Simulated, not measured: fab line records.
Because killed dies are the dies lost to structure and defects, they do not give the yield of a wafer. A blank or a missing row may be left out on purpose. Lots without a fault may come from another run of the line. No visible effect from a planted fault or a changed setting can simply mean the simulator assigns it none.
fab line records | flow nand-harc
[record] lots = 14 wafers = 39 last-day = 24
route steps=1159 shown A_CONTACT@840 END@1159
lots that met no fault: from a run of the same line without faults
start-h: hours from the record's opening day to when the first of the lot's shown wafers began | wait-h: hours since the lot's step before | " unchanged from the row above | L1.1+2: a single row standing in for several wafers | - no value, or no start given | * or withheld: withheld | < > ~ a bound
route shown NAME@n: NAME is a module with steps in the file, n the number in the route of the first one | usual: mean/standard deviation of fault-free wafers | same: alike in all rows | chamber/n: place in a boat | sites: readings site by site | _std_site: their standard deviation | _edge_site: outer sites' mean less inner sites' | radius-mm: how far each site lies from the wafer's centre | mask NAME#n: copy n | behind: the tool/chamber that last shaped the wafer | hold: cause of the lot's hold/its duration in hours/its outcome | device: transistor that didn't switch, given as n, p or np | end of line: at the end of the route, the tests of the same wafers | step lacking rows: just its recipe | killed: at the first sort, the dies lost to defects and structure; wafer yield is something else | map: the dies of a wafer, with x for killed, . for not killed, _ for no die there
set.NAME: the run value of the setting; set.NAME@STEP: its run value at that earlier step | model.NAME: the simulator's own value behind a step, which no gauge read
a sample of lots followed through the steps of the route, with each step as a table and each wafer as a row
services: the hour from which a tool's chamber was out of use, counted from the record's first day as start-h (under 0 if before that day), plus the number of hours and why
[[steps]]
[step NHARC_A_CONTACT_DEP_24]
[recipe] target-thk-a = 5000 temp-c = 400 pressure-torr = 6.5 rf-w = 900 teos-flow-sccm = 161.4 flow-sccm = 2650 target-thk-nm = 500 gas = O2 material = SiO2
[usual] chamber-pressure-Torr = 6.503/0.014 heater-power-w = 549/98 throttle-valve-pct = 16.1/0.48
// columns lot.wafer tool chamber start-h wait-h chamber-pressure-Torr heater-power-w throttle-valve-pct
L118.3 pecvd-02 2 347.01 0.2 6.499 545 15.2
L118.1 " 0 " " 6.514 402 16.1
L118.5 " 1 " " 6.511 612 16.0
L119.1 pecvd-02 2 367.66 0.1 6.499 524 15.1
L119.3 " 0 " " 6.492 513 16.0
L119.2 " 1 " " 6.486 598 16.0
L121.2 pecvd-03 2 375.47 0.1 6.474 580 16.2
L121.3 " 0 " " 6.488 383 16.4
L121.1 " 1 " " 6.518 688 16.7
L122.1 pecvd-02 1 379.26 0.1 6.500 617 16.0
L122.6 " 0 " " 6.503 492 16.2
L122.4 " 1 " " 6.513 479 16.1
L126.2 pecvd-02 1 394.23 0.1 6.510 614 16.0
L126.5 " 1 " " 6.474 610 16.2
L126.6 " 2 " " 6.505 493 15.5
L123.3 pecvd-03 0 397.59 0.1 6.509 360 16.4
L123.4 " 0 " " 6.526 385 16.5
L123.6 " 2 " " 6.505 656 16.3
L124.1 pecvd-03 0 404.19 0.2 6.507 415 16.4
L124.4 " 0 " " 6.510 428 16.4
L124.5 " 1 " " 6.497 714 16.5
L125.1 pecvd-02 0 413.01 0.1 6.504 419 16.1
L125.2 " 2 " " 6.479 571 15.4
L125.4 " 1 " " 6.506 603 16.2
L130.3 pecvd-03 0 428.65 0.1 6.492 410 16.6
L130.2 " 1 " " 6.506 595 16.3
L127.2 pecvd-02 1 432.92 0.1 6.496 567 16.2
L137.3 pecvd-04 0 471.55 0.2 6.491 709 15.3
L137.1 " 1 " " 6.524 594 15.5
L137.2 " 2 " " 6.489 505 16.7
L140.1 pecvd-03 0 502.42 0.2 6.502 497 16.1
L140.4 " 2 " " 6.518 545 16.1
L140.6 " 0 " " 6.506 368 16.0
L139.3 pecvd-02 1 502.90 0.1 6.486 559 16.2
L139.4 " 1 " " 6.517 563 16.4
L139.6 " 0 " " 6.500 504 16.3
L141.1 pecvd-03 0 506.55 0.1 6.503 492 15.9
L141.5 " 0 " " 6.481 368 15.9
L141.4 " 1 " " 6.524 643 16.6
[step NHARC_A_CONTACT_DEP_29]
[recipe] target-thk-a = 700 target-thk-nm = 70 temp-c = 400 pressure-torr = 3.5 flow-sccm = 200 rf-w = 350 material = SiON
[usual] chamber-pressure-Torr = 3.500/0.0077 heater-power-w = 731/84
// columns lot.wafer tool chamber start-h wait-h chamber-pressure-Torr heater-power-w
L118.1 pecvd-02 1 351.46 1.9 3.493 793
L118.3 " 2 " " 3.500 748
L118.5 " 1 " " 3.506 794
L119.2 pecvd-04 2 370.74 1.5 3.494 579
L119.1 " 0 " " 3.497 839
L119.3 " 1 " " 3.509 803
L121.2 pecvd-03 1 378.34 1.5 3.499 836
L121.1 " 2 " " 3.483 711
L121.3 " 0 " " 3.502 602
L122.1 pecvd-03 1 382.65 1.9 3.505 791
L122.6 " 1 " " 3.495 814
L122.4 " 2 " " 3.487 782
L126.2 pecvd-03 1 397.06 1.6 3.497 924
L126.6 " 0 " " 3.497 630
L126.5 " 1 " " 3.496 884
L123.3 pecvd-02 2 401.93 1.1 3.508 669
L123.4 " 2 " " 3.504 691
L123.6 " 0 " " 3.496 687
L124.1 pecvd-02 2 409.10 1.9 3.498 658
L124.5 " 0 " " 3.488 660
L124.4 " 1 " " 3.509 715
L125.1 pecvd-02 2 416.04 1.9 3.500 652
L125.2 " 0 " " 3.502 697
L125.4 " 0 " " 3.492 680
L130.3 pecvd-02 0 431.46 1.1 3.495 679
L130.2 " 1 " " 3.494 818
L127.2 pecvd-04 2 436.00 1.5 3.495 644
L137.2 pecvd-02 0 474.45 1.6 3.501 688
L137.3 " 1 " " 3.498 767
L137.1 " 2 " " 3.506 689
L140.1 pecvd-03 2 505.19 1.9 3.504 818
L140.4 " 0 " " 3.486 683
L140.6 " 2 " " 3.503 820
L139.3 pecvd-03 1 505.73 1.1 3.504 883
L139.6 " 1 " " 3.492 903
L139.4 " 0 " " 3.502 669
L141.1 pecvd-02 2 510.13 1.9 3.502 717
L141.4 " 0 " " 3.500 578
L141.5 " 0 " " 3.496 582
[step NHARC_A_CONTACT_ETCH_50]
[recipe] target-depth-a = 847 time-s = 42.4 cf4-flow-sccm = 100 chf3-flow-sccm = 30 ar-flow-sccm = 0 rf-w = 500 bias-w = 200 chemistry = CF4/CHF3
[usual] drypump-motor-current-A = 5.6/0.57 oes-product-au = 0.963/0.028 rf-vpp-V = 369.5/2 showerhead-plenum-p-Torr = 1.54/0.055 throttle-valve-pct = 16.801/0.0097
// columns lot.wafer tool chamber start-h wait-h drypump-motor-current-A oes-product-au rf-hours-counter-h rf-vpp-V showerhead-plenum-p-Torr throttle-valve-pct
L118.3 rie-diel-10 3 352.95 - 5.6 0.899 34 368.3 1.49 16.798
L118.1 " 0 " " 5.3 0.919 32 372.0 1.62 16.812
L118.5 " 3 " " 5.5 0.905 - 368.5 1.49 16.795
L119.1 rie-diel-10 0 372.05 - 5.3 0.969 2 371.8 1.62 16.811
L119.2 " 1 " " 6.7 0.998 2 370.2 1.54 16.792
L119.3 " 3 " " 5.5 0.947 2 369.0 1.49 16.806
L121.1 rie-diel-10 2 379.89 - 5.3 0.995 4 367.2 1.47 16.800
L121.3 " 3 " " 5.5 0.978 4 369.8 1.49 16.805
L121.2 " 1 " " 6.7 1.019 4 370.5 1.54 16.807
L122.1 rie-diel-03 0 385.57 - 5.1 0.939 64 369.2 1.55 16.811
L122.4 " 2 " " 5.2 0.932 64 373.1 1.61 16.792
L122.6 " 3 " " 6.0 0.941 - 369.5 1.55 16.787
L126.2 rie-diel-10 2 398.47 - 5.3 0.980 7 365.8 1.46 16.793
L126.6 " 2 " " 5.3 0.982 - 366.1 1.46 16.799
L126.5 " 3 " " 5.5 0.944 - 367.5 1.49 16.826
L123.3 rie-diel-03 0 403.25 - 5.1 0.955 0 369.9 1.55 16.805
L123.4 " 1 " " 4.9 0.984 0 370.3 1.59 16.818
L123.6 " 1 " " 4.9 0.986 - 370.9 1.59 16.799
L124.1 rie-diel-03 0 410.60 - 5.1 0.941 3 371.0 1.55 16.808
L124.4 " 1 " " 4.9 0.952 2 371.4 1.59 16.804
L124.5 " 3 " " 6.1 0.960 - 370.6 1.55 16.798
L125.4 rie-diel-10 2 417.62 - 5.3 0.982 10 367.4 1.46 16.793
L125.1 " 0 " " 5.3 0.948 11 371.3 1.61 16.800
L125.2 " 1 " " 6.7 0.967 11 368.8 1.54 16.782
L130.2 rie-diel-10 2 432.86 - 5.3 0.848 13 366.4 1.46 16.801
L130.3 " 3 " " 5.5 0.828 14 367.4 1.49 16.814
L127.2 rie-diel-10 3 437.39 - 5.5 0.830 15 369.2 1.49 16.795
L137.1 rie-diel-12 1 476.05 - 5.9 0.929 34 367.1 1.50 16.802
L137.2 " 2 " " 6.1 0.917 33 372.9 1.63 16.813
L137.3 " 3 " " 5.3 0.916 33 370.5 1.59 16.812
L140.1 rie-diel-12 2 506.49 - 6.1 0.917 43 371.9 1.63 16.817
L140.4 " 0 " " 5.6 0.917 45 370.4 1.59 16.812
L140.6 " 2 " " 6.1 0.914 - 372.3 1.63 16.812
L139.3 rie-diel-12 3 508.96 - 5.3 0.927 45 370.9 1.58 16.816
L139.4 " 1 " " 5.9 0.918 45 367.9 1.50 16.811
L139.6 " 0 " " 5.6 0.930 - 372.9 1.59 16.806
L141.1 rie-diel-10 1 511.48 - 6.7 0.961 26 368.9 1.53 16.805
L141.4 " 3 " " 5.5 0.937 27 366.5 1.49 16.803
L141.5 " 2 " " 5.3 0.950 - 366.3 1.46 16.792
[step NHARC_A_CONTACT_ETCH_118]
[recipe] source-w = withheld pressure-mtorr = 20 bias-v = 3000 time-s = 94 target-depth-a = 9220 ar-flow-sccm = withheld c4f8-flow-sccm = withheld o2-flow-sccm = withheld chemistry = C4F8/O2/Ar
// columns lot.wafer tool chamber start-h wait-h rf-hours-counter-h
L118.1 har-cap-etch-01 1 354.45 0.1 56
L118.3 " 0 " " -
L118.5 " 1 " " -
L119.1 har-cap-etch-03 1 373.78 0.1 82
L119.2 " 0 " " 82
L119.3 " 0 " " -
L121.2 har-cap-etch-02 0 381.39 0.1 11
L121.1 " 1 " " 11
L121.3 " 1 " " -
L122.1 har-cap-etch-02 1 387.24 0.1 12
L122.4 " 1 " " -
L122.6 " 0 " " -
L126.2 har-cap-etch-03 0 400.20 0.1 87
L126.6 " 0 " " -
L126.5 " 1 " " -
L123.3 har-cap-etch-02 0 404.77 0.1 -
L123.4 " 1 " " -
L123.6 " 0 " " -
L124.1 har-cap-etch-03 0 412.09 0.1 88
L124.4 " 1 " " -
L124.5 " 1 " " -
L125.1 har-cap-etch-03 1 419.11 0.1 89
L125.2 " 0 " " 89
L125.4 " 0 " " -
L130.2 har-cap-etch-02 1 434.50 0.1 21
L130.3 " 1 " " -
L127.2 har-cap-etch-03 1 438.88 0.1 94
L137.1 har-cap-etch-03 0 477.53 0.1 101
L137.2 " 1 " " 101
L137.3 " 1 " " -
L140.1 har-cap-etch-01 1 508.05 0.1 80
L140.4 " 0 " " -
L140.6 " 1 " " -
L139.3 har-cap-etch-03 1 510.54 0.1 -
L139.4 " 0 " " -
L139.6 " 1 " " -
L141.1 har-cap-etch-02 0 512.98 0.1 35
L141.4 " 0 " " -
L141.5 " 1 " " -
[step NHARC_END_SORT_01]
[recipe] temp-c = 25
[usual] killed-at-array = 28/11 killed-at-other = 0.5/0.87 killed-at-periphery = 2.9/2.2 killed-dies = 32/11 killed-open = 3.2/1.9 killed-short = 1.8/1.4
[same] gross-dies = 677
// columns lot.wafer tool chamber start-h wait-h killed-at-array killed-at-other killed-at-periphery killed-dies killed-open killed-short
L130.2 prober-02 0 507.65 2.8 402 0 2 404 4 0
L130.3 prober-02 0 508.44 3.1 343 0 0 343 4 0
L127.2 prober-01 0 509.32 2.8 330 0 3 333 2 4
// killed by level:class
L130.2 A_CONTACT:area-etch=388 A_STAIRCASE:chamber-film-flake=4 A_CHANNEL_HOLE_D1:chamber-film-flake=3 A_WL_FILL:chamber-film-flake=2 A_ONON_D1:geometric-particle:open=1 A_CHANNEL_FILL_D1:geometric-particle:open=1 A_SLIT:geometric-particle:open=1 A_M1:geometric-particle:open=1
L130.3 A_CONTACT:area-etch=325 A_STAIRCASE:chamber-film-flake=6 A_WL_FILL:chamber-film-flake=3 A_CONTACT:chamber-film-flake=3 A_CHANNEL_HOLE_D1:chamber-film-flake=2 A_CHANNEL_FILL_D1:geometric-particle:open=1 A_WL_FILL:geometric-particle:open=1 A_CONTACT:geometric-particle:open=1
L127.2 A_CONTACT:area-etch=296 A_SLIT:chamber-film-flake=12 A_CHANNEL_HOLE_D1:chamber-film-flake=5 A_STAIRCASE:chamber-film-flake=5 A_CONTACT:chamber-film-flake=4 A_ONON_D1:geometric-particle:short=3 A_M1:chamber-film-flake=3 P_M0:geometric-particle:open=1
[[services]]
// columns tool chamber start-h hours kind
har-cap-etch-03 - 330.21 0.7 repair
rie-diel-03 1 332.84 6.5 repair
pecvd-02 - 334.01 13.0 pm
pecvd-02 0 334.01 13.0 vent-cycle
pecvd-02 1 334.01 13.0 vent-cycle
pecvd-02 2 334.01 13.0 vent-cycle
rie-diel-12 1 337.97 1.2 repair
pecvd-04 2 343.23 18.0 repair
pecvd-02 0 347.01 - clean
pecvd-02 1 347.01 - clean
rie-diel-10 - 353.64 9.0 pm
pecvd-04 - 376.19 13.0 pm
rie-diel-12 - 379.86 9.0 pm
rie-diel-03 - 392.39 9.0 pm
rie-diel-10 0 425.60 8.0 repair
pecvd-04 1 441.35 3.8 repair
pecvd-03 0 451.16 4.9 repair
pecvd-03 - 473.03 13.0 pm
rie-diel-03 - 473.82 0.5 repair
rie-diel-10 2 474.83 1.8 repair
rie-diel-12 3 484.72 6.2 repair
rie-diel-10 1 490.87 4.7 repair
pecvd-02 1 509.15 12.6 repair
rie-diel-12 - 512.10 4.3 repair
[[key]]
[first-sign] step = NHARC_A_CONTACT_ETCH_50 reading = oes-product-au direction = down sigmas = 4.5 usual = 0.963 struck = 0.835
[effect] step = NHARC_END_SORT_01 reading = killed-at-array direction = up sigmas = 30 usual = 28 struck = 358
[more-kills-born-at] NHARC_A_CONTACT_ETCH_50@rie-diel-10 = 1009
met-at NHARC_A_CONTACT_ETCH_50
struck-lots L127,L130
later-rows-left-out L130.2
tester-left-out L127,L130
not-acting-at NHARC_A_CONTACT_DEP_24,NHARC_A_CONTACT_DEP_29,NHARC_A_CONTACT_ETCH_118
onset-between 417.62 432.86
[fault] kind = process-parameter-drift tool = rie-diel-10 chamber = - onset-h = 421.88 steps = NHARC_A_CONTACT_ETCH_50 channel = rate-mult offset = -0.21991 shape = step end-h = 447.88
// tester-left-out: of these lots the tester's yield and bins aren't shown, on N5 and GAA mostly nor the transistor test; their killed dies are dies lost to structure and defects alone, not to doping, threshold or leakage, so they don't give the yield
// later-rows-left-out: the simulator's readings of these wafers behind a module that went badly wrong aren't trusted and aren't shown, but for the sort
